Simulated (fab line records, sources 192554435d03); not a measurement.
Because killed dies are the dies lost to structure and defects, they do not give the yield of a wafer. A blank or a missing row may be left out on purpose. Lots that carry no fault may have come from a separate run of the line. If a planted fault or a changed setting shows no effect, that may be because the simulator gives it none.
8D (eight disciplines) problem report, filled in by code | flow n5Finfet | the parts of the form that need people (team, actions taken, sign-off) are left out

== 1. PROBLEM STATEMENT ==
Across 3 wafers from 2 lots, M2_ILD_THK at N5_BEOL_M2_THK_MEAS_01 averages 108.3 nm, while fault-free wafers read 79.0 nm with a standard deviation of 1.1. That is +27 standard deviations from the usual mean.
Earliest sighting: wafer L459.3 on filmMetro-02 at day 8 06:56. Wafers with a number at this step in the record: 28, from 10 lots. By rule, "out" or "out of limits" means more than 4 standard deviations away from the usual mean. All remaining wafers that have a number are taken as sound.

== 2. WHAT IT IS AND WHAT IT IS NOT ==
question                    | is                         | is not
which readings at this step | M2_ILD_THK                 | -
which lots                  | L459, L461                 | L452, L456, L457, L458, L460, L464, L470, L471
which wafers of those lots  | L459.3, L461.3, L461.5     | L459.1, L459.6, L461.4
read on which gauges        | filmMetro-01, filmMetro-02 | -
when                        | from day 8 06:56           | up to then (14 sound wafers); but 11 sound wafers of L460, L461, L464, L470, L471 came after

== 3. SUSPECTS, AND WHAT RULES EACH OUT ==
Counting: if a tool at a process step up to the reading ran every lot that is out, it stays a suspect. Sound lots after the first of them don't rule it out here, since some wafers of a struck lot are sound.
- the gauge at N5_BEOL_M2_THK_MEAS_01: ruled out. 2 gauges (filmMetro-01, filmMetro-02) read the wafers that are out.
- pecvd-02 at N5_BEOL_M1_DEP_57 (deposits SiCN from 3MS/NH3, target thk 8 nm, time 14 s): kept. It ran every lot that is out, first L459 (day 8 06:44).
- pecvd-01 at N5_BEOL_M2_ILD_DEP_00 (deposits SiOC from DEMS/O2, target thk 79 nm, time 15.3 s): kept. It ran every lot that is out, first L459 (day 8 06:52); its last sound lot up to then is L458 (day 7 20:12).
Left after counting: pecvd-02 at N5_BEOL_M1_DEP_57, pecvd-01 at N5_BEOL_M2_ILD_DEP_00.

== 4. THE CAUSE (what the simulator had put in) ==
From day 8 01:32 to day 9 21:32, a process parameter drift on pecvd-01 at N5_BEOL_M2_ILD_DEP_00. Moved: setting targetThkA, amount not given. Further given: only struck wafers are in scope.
Counting left 2 suspects, and this tool is among them.

== 5. THE EFFECT CHAIN, in route order ==
Each row: a reading whose mean over the struck wafers that have a number lies more than 3 standard deviations from the usual. Only readings whose record carries a usual standard deviation are examined. hours: median over the lots of the time between each lot's start at the first step of this table that gives one and its start at this step. sigmas: the change, counted in usual standard deviations.
hours | step                    | reading             | usual   | on struck wafers | change | sigmas
0     | N5_BEOL_M2_THK_MEAS_01  | M2_ILD_THK          | 79.0 nm | 108.3            | +29.3  | +27
129   | N5_PASSIVATION_PROBE_49 | defectLimitedYield  | 91.1 %  | 11.1             | -80.0  | -57
129   | N5_PASSIVATION_PROBE_49 | killed_at_M0_to_M3  | 33      | 997              | +964   | +99 or more
129   | N5_PASSIVATION_PROBE_49 | killedDies          | 105     | 1049             | +944   | +59
129   | N5_PASSIVATION_PROBE_49 | killedOnRim         | 13      | 62               | +49    | +12
129   | N5_PASSIVATION_PROBE_49 | sort_bin_5_function | 5.2 %   | 86.0             | +80.8  | +89
129   | N5_PASSIVATION_PROBE_49 | sortNPass           | 1075    | 131              | -944   | -59
129   | N5_PASSIVATION_PROBE_49 | sortYieldPct        | 91.1 %  | 11.1             | -80.0  | -57
It contains these process steps:
- N5_PASSIVATION_PROBE_49

== 6. WHAT WOULD HAVE CAUGHT IT SOONER ==
In this record the first reading out of limits at a measuring or inspecting step was taken at day 8 06:56, 5 hours after the fault began at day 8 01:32.
Of the tool readings at N5_BEOL_M2_ILD_DEP_00 for which the record gives a usual standard deviation, none was out on any struck wafer, so an alarm limit of 4 standard deviations on them would not have fired.
Lots out: 2; of these, L461 started N5_BEOL_M2_ILD_DEP_00 on pecvd-01 after day 8 06:56. It would have been spared by a hold on the tool at that moment.
